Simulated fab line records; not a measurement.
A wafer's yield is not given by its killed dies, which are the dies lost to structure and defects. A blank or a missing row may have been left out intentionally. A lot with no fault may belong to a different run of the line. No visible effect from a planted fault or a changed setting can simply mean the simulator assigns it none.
Matching of chambers    flow n5Finfet    N5_BEOL_M2_STRIP_19 on rieDiel-05 has 4 sister chambers
The step strips in O2. 8 wafers are shown with their chamber, then 7 later ones without.

## WAFERS PAIRED WITH THEIR CHAMBERS
wafer   chamber  drypumpMotorCurrentA (A)  showerheadPlenumPTorr (Torr)
L079.4  2        5.9                       2.04
L079.6  3        5.3                       2.04
L089.2  2        5.8                       2.04
L091.2  1        5.8                       2.15
L091.4  0        5.8                       2.05
L091.6  0        5.8                       2.05
L093.3  3        5.3                       2.03
L093.4  1        5.8                       2.15

## WAFERS WHOSE CHAMBER IS MISSING
wafer   drypumpMotorCurrentA (A)  showerheadPlenumPTorr (Torr)
L093.5  5.8                       2.05
L095.1  5.8                       2.05
L095.2  5.3                       2.03
L095.3  5.8                       2.04
L095.4  5.9                       2.15
L095.5  5.3                       2.03
L095.6  5.8                       2.05

## WHICH CHAMBER EACH ONE RAN IN
wafer   from the rows above      in truth
L093.5  0                        0
L095.1  0                        0
L095.2  3                        3
L095.3  can't be placed: 2 or 0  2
L095.4  1                        1
L095.5  3                        3
L095.6  0                        0
Correctly placed: 6 of 7. Can't be placed from these rows: 1 (the true chamber is among the candidates in 1). Placed wrongly: 0.
How it was worked out, from the rows above alone: a wafer's distance from a chamber is the root of the sum, over the readings, of the square of ((its reading less the chamber's mean) divided by the reading's scatter). The wafer belongs to the nearest chamber; if the next one is less than 2 further off, it can't be placed. The mean given for a chamber averages the wafers shown for that chamber. The scatter is the square root of a quotient: the sum, over the shown wafers, of each reading's squared deviation from its chamber's mean, divided by wafers minus chambers.
